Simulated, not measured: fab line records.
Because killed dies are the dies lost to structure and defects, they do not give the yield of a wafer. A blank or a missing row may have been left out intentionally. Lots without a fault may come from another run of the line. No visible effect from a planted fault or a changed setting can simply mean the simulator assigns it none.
fab line records ; flow n5_finfet
record lots=6; wafers=18; last_day=18
route steps=1938 shown HKMG_FIN@457 GATE_CUT@465 BEOL_M4@1111
lots with no fault: from the same line, run without faults
start_h: start of the lot's first displayed wafer, in hours after the record's first day ; wait_h: hours elapsed since this lot's preceding step ; " as in the row above ; L1.1+2: a row that stands for several wafers ; - no value present, or no start provided ; * or withheld: withheld ; < > ~ a bound
route shown NAME@n: a module of which the file shows steps, and the number in the route of the first ; usual: average and standard deviation across the fault-free wafers ; same: alike in all rows ; chamber/n: place in a boat ; sites: each site's reading ; _std_site: the values' standard deviation ; _edge_site: the outer-site mean with the inner-site mean subtracted ; radius_mm: how far each site lies from the wafer's centre ; mask NAME#n: copy n ; behind: the tool/chamber that last shaped the wafer ; hold: why the lot went on hold/how many hours it stayed there/how the hold came to an end ; device: the n, p or np transistor that did not switch ; end of line: at the end of the route, the tests of the same wafers ; a step with no rows: only its recipe ; killed: not the wafer's yield, but the dies lost to structure and defects at the first sort ; map: dies across one wafer; x = killed, . = not, _ = none there
set.NAME: setting as actually run; set.NAME@STEP: the setting as run at that earlier step ; model.NAME: the simulator's own value behind a step, which no gauge read
lots at selected steps of the route; one table per step, one row per wafer
services: a tool's chamber out of use, with start hour (start_h, from the record's first day; less than 0 if before it), hours out, and reason
## steps
# step N5_HKMG_FIN_ALD_72
# recipe material=W; target_thk_a=20; temp_c=300; pressure_torr=7.5; ald_precursor_family=WF6; ald_co_reactant=B2H6; pulse_time_s=1; purge_time_s=2; co_reactant_purge_time_s=2; co_reactant_pulse_time_s=3; ald_cycles=7
# step N5_HKMG_FIN_W_FILL_22
# recipe material=W; target_thk_a=600; temp_c=400; pressure_torr=39.4; time_s=18.2
# step N5_HKMG_FIN_PRECLEAN_83
# recipe chemistry=DIW; time_s=57.5; temp_c=23
# step N5_HKMG_FIN_SRD_84
# recipe dry_time_s=32; dry=n2_spin; spin_rpm=1500
# step N5_HKMG_FIN_CMP_23
# recipe stop_on=SiNx; t_overpolish_s=10; post_cmp_clean=rinse_only; down_force_psi=4; platen_rpm=50.289; pad_velocity_m_s=1.0006; target_thk_nm=46.326
# usual motor_current_A=12.5/0.89; overpolish_run_s=10.000/0.009; time_to_endpoint_s=11.1/2.3
lot.wafer;tool;chamber;start_h;wait_h;motor_current_A;overpolish_run_s;time_to_endpoint_s
L617.2;cmp-03;1;134.91;0.1;13.7;9.995;9.5
L617.4;cmp-03;3;134.91;0.1;12.6;9.998;8.3
L617.6;cmp-03;0;134.91;0.1;11.3;9.999;10.6
L619.2;cmp-01;2;142.06;0.2;13.3;9.984;12.8
L619.4;cmp-01;1;142.06;0.2;11.1;9.995;13.4
L619.5;cmp-01;2;142.06;0.2;13.7;9.994;12.3
L622.3;cmp-01;3;159.83;0.0;13.6;10.008;10.9
L622.4;cmp-01;1;159.83;0.0;11.8;9.999;9.4
L622.6;cmp-01;3;159.83;0.0;12.5;10.003;11.0
L624.3;cmp-01;1;173.08;0.0;11.6;10.011;10.1
L624.4;cmp-01;3;173.08;0.0;12.8;10.016;10.1
L624.2;cmp-01;0;173.08;0.0;12.7;9.987;11.2
L630.1;cmp-04;2;209.69;0.1;13.3;10.011;10.3
L630.4;cmp-04;0;209.69;0.1;12.7;9.985;7.5
L630.6;cmp-04;2;209.69;0.1;13.4;9.985;11.7
L632.2;cmp-03;2;219.75;0.2;11.1;9.998;14.7
L632.3;cmp-03;3;219.75;0.2;12.9;10.001;15.0
L632.5;cmp-03;0;219.75;0.2;11.5;9.983;12.0
# step N5_HKMG_FIN_CMP_94
# recipe stop_on=SiNx; post_cmp_clean=w_dilute_nh4oh; t_overpolish_s=4.7; down_force_psi=4; platen_rpm=50.289; pad_velocity_m_s=1.0006; target_thk_nm=43.299
# step N5_HKMG_FIN_INSPECT_28
# recipe inspect_instrument=darkfield; mode=post_cmp
# usual raw_defect_count=43/17
lot.wafer;tool;chamber;start_h;wait_h;raw_defect_count
L617.2;defect_inspect-01;-;135.54;0.0;82
L617.4;defect_inspect-01;-;135.54;0.0;25
L617.6;defect_inspect-01;-;135.54;0.0;85
L619.2;defect_inspect-01;-;142.78;0.0;48
L619.4;defect_inspect-01;-;142.78;0.0;29
L619.5;defect_inspect-01;-;142.78;0.0;24
L622.3;defect_inspect-02;-;160.54;0.0;58
L622.4;defect_inspect-02;-;160.54;0.0;24
L622.6;defect_inspect-02;-;160.54;0.0;47
L624.2;defect_inspect-01;-;173.80;0.0;18
L624.3;defect_inspect-01;-;173.80;0.0;34
L624.4;defect_inspect-01;-;173.80;0.0;39
L630.1;defect_inspect-02;-;210.32;0.0;33
L630.4;defect_inspect-02;-;210.32;0.0;15
L630.6;defect_inspect-02;-;210.32;0.0;25
L632.2;defect_inspect-02;-;220.30;0.0;19
L632.3;defect_inspect-02;-;220.30;0.0;19
L632.5;defect_inspect-02;-;220.30;0.0;21
# step N5_GATE_CUT_ETCHBACK_00
# recipe chemistry=SF6/Cl2; target=W; pressure_mtorr=8; icp_w=900; bias_w=80; SF6_flow_sccm=40; Cl2_flow_sccm=60
# usual drypump_motor_current_A=5.86/0.26; oes_product_au=0.81/0.093; throttle_valve_pct=27.42/0.28
lot.wafer;tool;chamber;start_h;wait_h;drypump_motor_current_A;oes_product_au;rf_hours_counter_h;throttle_valve_pct
L617.2;rie_metal-03;0;135.61;0.1;5.79;0.87;-;26.92
L617.4;rie_metal-03;0;135.61;0.1;5.78;0.87;-;26.91
L617.6;rie_metal-03;0;135.61;0.1;5.80;0.88;-;26.93
L619.2;rie_metal-03;0;142.81;0.0;5.80;0.87;16;26.92
L619.4;rie_metal-03;1;142.81;0.0;6.04;1.01;-;27.55
L619.5;rie_metal-03;1;142.81;0.0;6.06;1.01;-;27.55
L622.3;rie_metal-01;1;160.61;0.1;6.13;0.78;-;27.81
L622.4;rie_metal-01;0;160.61;0.1;5.44;0.71;-;27.31
L622.6;rie_metal-01;1;160.61;0.1;6.14;0.77;-;27.81
L624.2;rie_metal-03;1;173.83;0.0;5.99;0.96;2;27.55
L624.3;rie_metal-03;0;173.83;0.0;5.80;0.85;-;26.91
L624.4;rie_metal-03;1;173.83;0.0;6.02;0.95;-;27.56
L630.1;rie_metal-02;0;210.36;0.0;5.70;0.88;12;27.58
L630.4;rie_metal-02;0;210.36;0.0;5.69;0.87;-;27.59
L630.6;rie_metal-02;0;210.36;0.0;5.66;0.88;-;27.59
L632.2;rie_metal-03;1;220.34;0.0;6.02;0.93;6;27.55
L632.3;rie_metal-03;0;220.34;0.0;5.83;0.85;-;26.93
L632.5;rie_metal-03;0;220.34;0.0;5.83;0.85;-;26.94
# step N5_GATE_CUT_ETCH_56
# recipe chemistry=Cl2/Ar; target=TiN; target_depth_a=216; pressure_mtorr=10; icp_w=600; bias_w=60; Cl2_flow_sccm=40; Ar_flow_sccm=60
# usual drypump_motor_current_A=5.87/0.26; oes_product_au=0.81/0.089; throttle_valve_pct=20.75/0.23
lot.wafer;tool;chamber;start_h;wait_h;drypump_motor_current_A;oes_product_au;rf_hours_counter_h;throttle_valve_pct
L617.2;rie_metal-03;0;135.84;0.2;5.78;0.86;-;20.34
L617.4;rie_metal-03;0;135.84;0.2;5.81;0.87;-;20.34
L617.6;rie_metal-03;0;135.84;0.2;5.77;0.87;-;20.33
L619.2;rie_metal-03;0;142.93;0.1;5.82;0.85;16;20.35
L619.4;rie_metal-03;1;142.93;0.1;6.00;0.98;-;20.87
L619.5;rie_metal-03;1;142.93;0.1;6.01;0.98;-;20.86
L622.3;rie_metal-01;1;160.72;0.1;6.15;0.76;-;21.08
L622.4;rie_metal-01;0;160.72;0.1;5.45;0.72;-;20.69
L622.6;rie_metal-01;1;160.72;0.1;6.17;0.77;-;21.07
L624.2;rie_metal-03;1;173.95;0.1;6.04;0.96;2;20.86
L624.3;rie_metal-03;0;173.95;0.1;5.81;0.86;-;20.34
L624.4;rie_metal-03;1;173.95;0.1;6.05;0.94;-;20.86
L630.1;rie_metal-02;0;210.48;0.1;5.68;0.87;12;20.89
L630.4;rie_metal-02;0;210.48;0.1;5.72;0.87;-;20.88
L630.6;rie_metal-02;0;210.48;0.1;5.75;0.88;-;20.89
L632.2;rie_metal-03;1;220.46;0.1;6.03;0.91;6;20.87
L632.3;rie_metal-03;0;220.46;0.1;5.84;0.84;-;20.37
L632.5;rie_metal-03;0;220.46;0.1;5.81;0.85;-;20.34
# step N5_GATE_CUT_ETCHBACK_30
# recipe chemistry=Cl2/Ar; target=TiN; target_depth_a=30; mode=isotropic; pressure_mtorr=10; icp_w=600; bias_w=60; Cl2_flow_sccm=40; Ar_flow_sccm=60
# usual drypump_motor_current_A=5.87/0.26; oes_product_au=0.81/0.09; throttle_valve_pct=20.75/0.23
lot.wafer;tool;chamber;start_h;wait_h;drypump_motor_current_A;oes_product_au;rf_hours_counter_h;throttle_valve_pct
L617.2;rie_metal-03;0;136.00;0.1;5.77;0.86;-;20.36
L617.4;rie_metal-03;0;136.00;0.1;5.83;0.86;-;20.35
L617.6;rie_metal-03;0;136.00;0.1;5.78;0.86;-;20.37
L619.2;rie_metal-03;0;143.02;0.1;5.81;0.86;16;20.34
L619.4;rie_metal-03;1;143.02;0.1;6.05;0.99;-;20.84
L619.5;rie_metal-03;1;143.02;0.1;6.04;1.00;-;20.85
L622.3;rie_metal-01;1;160.79;0.0;6.11;0.75;-;21.06
L622.4;rie_metal-01;0;160.79;0.0;5.42;0.72;-;20.68
L622.6;rie_metal-01;1;160.79;0.0;6.13;0.77;-;21.06
L624.2;rie_metal-03;1;174.04;0.1;6.00;0.95;2;20.85
L624.3;rie_metal-03;0;174.04;0.1;5.79;0.86;-;20.36
L624.4;rie_metal-03;1;174.04;0.1;6.00;0.95;-;20.86
L630.1;rie_metal-02;0;210.57;0.1;5.69;0.86;12;20.89
L630.4;rie_metal-02;0;210.57;0.1;5.69;0.88;-;20.87
L630.6;rie_metal-02;0;210.57;0.1;5.71;0.87;-;20.89
L632.2;rie_metal-03;1;220.55;0.1;6.03;0.91;6;20.87
L632.3;rie_metal-03;0;220.55;0.1;5.83;0.84;-;20.36
L632.5;rie_metal-03;0;220.55;0.1;5.80;0.85;-;20.35
# step N5_GATE_CUT_VAPOR_ETCH_60
# recipe chemistry=BCl3/Cl2; target=HfO2; mode=isotropic
# usual drypump_motor_current_A=5.87/0.25; oes_product_au=0.81/0.092
lot.wafer;tool;chamber;start_h;wait_h;drypump_motor_current_A;oes_product_au
L617.2;rie_metal-03;0;136.06;0.1;5.79;0.86
L617.4;rie_metal-03;0;136.06;0.1;5.77;0.87
L617.6;rie_metal-03;0;136.06;0.1;5.78;0.86
L619.2;rie_metal-03;0;143.05;0.0;5.84;0.86
L619.4;rie_metal-03;1;143.05;0.0;6.04;0.99
L619.5;rie_metal-03;1;143.05;0.0;6.03;0.98
L622.3;rie_metal-01;1;160.82;0.0;6.11;0.76
L622.4;rie_metal-01;0;160.82;0.0;5.44;0.71
L622.6;rie_metal-01;1;160.82;0.0;6.12;0.76
L624.2;rie_metal-03;1;174.07;0.0;6.04;0.96
L624.3;rie_metal-03;0;174.07;0.0;5.81;0.85
L624.4;rie_metal-03;1;174.07;0.0;6.03;0.96
L630.1;rie_metal-02;0;210.60;0.0;5.71;0.87
L630.4;rie_metal-02;0;210.60;0.0;5.68;0.87
L630.6;rie_metal-02;0;210.60;0.0;5.66;0.88
L632.2;rie_metal-03;1;220.58;0.0;6.00;0.92
L632.3;rie_metal-03;0;220.58;0.0;5.81;0.84
L632.5;rie_metal-03;0;220.58;0.0;5.82;0.85
# step N5_GATE_CUT_ETCH_58
# recipe chemistry=CH3F/O2; target=SiNx; target_depth_a=170; time_s=128.6; ion_energy_ev=50; pressure_mtorr=30; source_w=415; bias_w=21; Ar_flow_sccm=150; CH3F_flow_sccm=30; O2_flow_sccm=20
# usual drypump_motor_current_A=5.5/0.33; oes_product_au=0.78/0.086; rf_vpp_V=99.1/1; showerhead_plenum_p_Torr=2.01/0.065; throttle_valve_pct=16.28/0.25
lot.wafer;tool;chamber;start_h;wait_h;drypump_motor_current_A;oes_product_au;rf_hours_counter_h;rf_vpp_V;showerhead_plenum_p_Torr;throttle_valve_pct;model.etch.depth_nm;model.SiNx_of_SDB_ALD_29.thk_nm
L617.2;rie_diel-02;0;136.21;0.1;5.8;0.72;201;97.7;2.07;16.47;16.79;24.6
L617.4;rie_diel-02;2;136.21;0.1;6.1;0.76;-;97.3;1.92;16.25;17.1;24.8
L617.6;rie_diel-02;0;136.21;0.1;5.8;0.72;-;98.1;2.07;16.47;16.85;24.8
L619.2;rie_diel-01;3;143.32;0.3;5.3;0.67;236;98.2;1.97;16.41;16.76;24.6
L619.4;rie_diel-01;1;143.32;0.3;5.7;0.72;200;97.2;1.99;16.73;16.88;24.4
L619.5;rie_diel-01;3;143.32;0.3;5.3;0.68;-;97.3;1.97;16.40;16.79;24.6
L622.3;rie_diel-01;2;160.86;0.0;5.4;0.88;37;99.0;1.96;15.89;17.49;24.6
L622.4;rie_diel-01;1;160.86;0.0;5.7;0.72;207;98.5;1.99;16.73;19.5;24.2
L622.6;rie_diel-01;3;160.86;0.0;5.3;0.68;-;99.3;1.97;16.41;16.85;24.6
L624.2;rie_diel-01;1;174.12;0.0;5.7;0.72;211;97.5;1.99;16.74;16.76;24.6
L624.3;rie_diel-01;3;174.12;0.0;5.3;0.67;247;99.5;1.97;16.43;16.74;24.6
L624.4;rie_diel-01;0;174.12;0.0;5.9;0.83;65;99.3;2.03;15.92;19.55;24.2
L630.1;rie_diel-04;0;210.65;0.0;4.9;0.71;202;99.1;2.06;16.37;16.49;24.6
L630.4;rie_diel-04;1;210.65;0.0;5.2;0.85;66;98.3;1.95;16.38;17.26;24.6
L630.6;rie_diel-04;1;210.65;0.0;5.2;0.86;-;99.7;1.95;16.39;17.43;24.4
L632.2;rie_diel-04;0;220.79;0.2;4.9;0.72;206;99.8;2.06;16.36;16.53;24.8
L632.3;rie_diel-04;2;220.79;0.2;5.5;0.75;175;97.9;2.07;16.31;16.81;24.6
L632.5;rie_diel-04;1;220.79;0.2;5.2;0.85;-;98.4;1.95;16.40;17.31;24.4
# step N5_GATE_CUT_STRIP_59
# recipe chemistry=N2/H2; time_s=20; power_w=100; temp_c=40; pressure_mtorr=100; rf_frequency_hz=6e+07; bias_power_w=3; n2_flow_sccm=300; h2_flow_sccm=300
# step N5_BEOL_M4_RC_MEAS_101
# usual DIBL_N=35.9/1.3; DIBL_P=36.3/1.5; IOFF_N=0.153/0.023; IOFF_P=0.208/0.028; ION_N=672/9.7; ION_P=462/6.6; SS_N=71.5/0.53; SS_P=73.3/0.59; VT_N=250.4/2.7; VT_P=-250.5/3
lot.wafer;tool;chamber;start_h;wait_h;DIBL_N[mV/V];DIBL_P[mV/V];IOFF_N[nA/um];IOFF_P[nA/um];ION_N[uA/um];ION_P[uA/um];SS_N[mV/dec];SS_P[mV/dec];VT_N[mV];VT_P[mV]
L617.2;prober-02;0;231.68;0.2;36.4;36.1;0.149;0.199;667;461;71.6;73.4;251.4;-251.1
L617.4;prober-02;0;231.68;0.2;36.2;36.4;0.142;0.195;663;449;70.9;73.3;251.6;-253.0
L617.6;prober-02;0;231.68;0.2;35.7;35.8;0.139;0.194;667;460;71.7;73.3;252.9;-253.1
L619.2;prober-01;0;236.79;0.2;36.9;36.5;0.159;0.236;676;471;71.3;73.0;250.8;-248.0
L619.4;prober-01;0;236.79;0.2;34.8;33.6;0.120;0.189;657;460;70.9;72.9;251.8;-249.4
L619.5;prober-01;0;236.79;0.2;35.7;35.6;0.136;0.224;666;468;71.0;73.1;252.3;-248.2
L622.3;prober-02;0;275.10;0.3;35.8;36.4;0.141;0.198;665;460;72.2;73.2;250.4;-249.7
L622.4;prober-02;0;275.10;0.3;36.5;36.8;0.147;0.204;666;458;71.8;73.8;251.5;-252.5
L622.6;prober-02;0;275.10;0.3;37.0;37.2;0.146;0.203;671;460;71.6;72.7;252.6;-251.7
L624.2;prober-02;0;276.27;0.2;36.3;36.3;0.167;0.245;689;480;71.3;73.3;248.7;-247.3
L624.3;prober-02;0;276.27;0.2;34.6;34.8;0.129;0.215;662;463;71.8;72.8;251.9;-249.6
L624.4;prober-02;0;276.27;0.2;35.9;36.6;0.156;0.246;663;469;71.3;73.8;249.9;-246.9
L630.1;prober-02;0;313.17;0.0;36.0;37.0;0.158;0.206;682;463;71.5;73.6;249.5;-248.8
L630.4;prober-02;0;313.17;0.0;36.5;37.6;0.170;0.213;671;457;72.0;74.4;249.0;-249.0
L630.6;prober-02;0;313.17;0.0;35.9;36.4;0.157;0.202;674;462;71.7;73.3;247.9;-253.1
L632.2;prober-02;0;336.56;0.2;37.9;37.7;0.182;0.238;683;473;71.5;73.2;245.8;-247.1
L632.3;prober-02;0;336.56;0.2;36.0;36.0;0.151;0.204;684;464;70.7;72.9;247.6;-249.7
L632.5;prober-02;0;336.56;0.2;35.7;35.8;0.147;0.208;686;468;71.6;72.5;248.5;-248.9
## services
tool;chamber;start_h;hours;kind
rie_metal-03;1;121.49;-;clean
rie_metal-03;1;121.49;20.7;scheduled_down
rie_metal-03;1;121.49;20.7;vent_cycle
cmp-01;-;123.11;4.0;pm
cmp-03;-;124.93;8.8;repair
rie_diel-04;-;128.58;28.1;pm
cmp-01;-;129.59;1.2;repair
cmp-04;-;130.10;0.3;repair
cmp-03;-;140.06;5.0;pm
cmp-01;-;148.50;5.8;pm
cmp-04;-;159.45;7.9;repair
cmp-01;-;161.64;7.7;pm
rie_diel-04;3;170.75;-;clean
rie_diel-04;3;170.75;-;consumable_replace:focus_ring
rie_diel-04;3;170.75;-;consumable_replace:showerhead
rie_diel-04;3;170.75;15.6;scheduled_down
rie_diel-01;3;183.32;-;clean
rie_diel-01;3;183.32;-;consumable_replace:focus_ring
rie_diel-01;3;183.32;14.8;scheduled_down
rie_diel-01;3;183.32;14.8;vent_cycle
rie_metal-02;-;196.03;2.8;pm
rie_diel-01;-;196.89;8.3;repair
cmp-04;-;212.19;2.0;repair
cmp-04;-;217.08;3.9;pm
## key
first_sign none at tools or gauges
model_effect step=N5_GATE_CUT_ETCH_58; value=etch.depth_nm; without=16.86; struck=19.53
met_at N5_GATE_CUT_ETCH_58
struck_wafers L622.4,L624.4
onset_between 143.32 160.86
fault kind=process_parameter_drift; tool=rie_diel-01; chamber=-; onset_h=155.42; steps=N5_GATE_CUT_ETCH_58; channel=time_s; offset=*; shape=step; end_h=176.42; scope=struck_wafers_only; acts_in=*; stated=*
